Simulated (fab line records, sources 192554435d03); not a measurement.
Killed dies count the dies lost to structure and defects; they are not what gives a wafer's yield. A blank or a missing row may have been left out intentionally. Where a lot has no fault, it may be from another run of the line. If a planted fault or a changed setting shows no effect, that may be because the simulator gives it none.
Chamber matching    flow n5-finfet    rie-si-06 running N5_STI_FIN_REVEAL_ETCH_34: 4 sister chambers
The step etches Si in H2, material Si, target depth 0.97 nm. 22 wafers are shown with their chamber, then 11 later ones without.

== WAFERS WITH THEIR CHAMBER ==
wafer   chamber  drypump-motor-current-A (A)  oes-product-au (a.u.)
L074.2  1        5.3                          0.967
L074.3  3        5.9                          1.025
L074.6  2        5.2                          1.004
L077.1  0        5.6                          0.981
L077.2  3        5.9                          1.029
L077.3  1        5.4                          0.959
L077.4  2        5.2                          0.999
L077.5  2        5.2                          1.006
L077.6  3        6.0                          1.024
L080.1  1        5.3                          0.966
L080.4  3        6.0                          1.037
L080.5  2        5.2                          0.990
L082.1  0        5.7                          0.997
L082.2  2        5.2                          1.004
L082.4  3        5.9                          1.039
L083.1  0        5.6                          0.978
L083.3  3        5.9                          1.027
L083.5  2        5.2                          0.996
L084.1  2        5.2                          1.007
L084.2  3        5.9                          1.026
L084.3  1        5.4                          0.963
L084.4  0        5.7                          0.990

SIGNATURES (averages over the wafers above)
reading                  chamber 0  chamber 1  chamber 2  chamber 3  scatter within a chamber
drypump-motor-current-A  5.650      5.350      5.200      5.929      0.0436
oes-product-au           0.98650    0.96375    1.00086    1.02957    0.00627
Rule: a wafer lies at a distance from a chamber equal to the root of the sum of squares, over the readings, of (its reading less the chamber's mean, divided by the reading's scatter). If the next closest chamber is less than 2 further off than the closest, the wafer can't be placed; otherwise it belongs to the closest. The scatter is the square root of a quotient: the sum, over the shown wafers, of each reading's squared deviation from its chamber's mean, divided by wafers minus chambers.

== WAFERS WITHOUT THEIR CHAMBER ==
wafer   drypump-motor-current-A (A)  oes-product-au (a.u.)
L084.5  5.9                          1.026
L084.6  5.2                          0.999
L087.3  5.6                          0.974
L087.4  5.2                          1.008
L087.5  5.6                          0.977
L091.3  5.4                          0.981
L091.5  5.6                          0.992
L091.6  5.4                          0.975
L096.1  6.0                          1.039
L096.4  5.6                          0.994
L096.5  6.0                          1.032

== EACH ONE'S CHAMBER ==
wafer   from the rows above  in truth
L084.5  3                    3
L084.6  2                    2
L087.3  0                    0
L087.4  2                    2
L087.5  0                    0
L091.3  1                    1
L091.5  0                    0
L091.6  1                    1
L096.1  3                    3
L096.4  0                    0
L096.5  3                    3
Placed correctly: 11 of 11. Number that these rows cannot place: 0. Placed wrongly: 0.
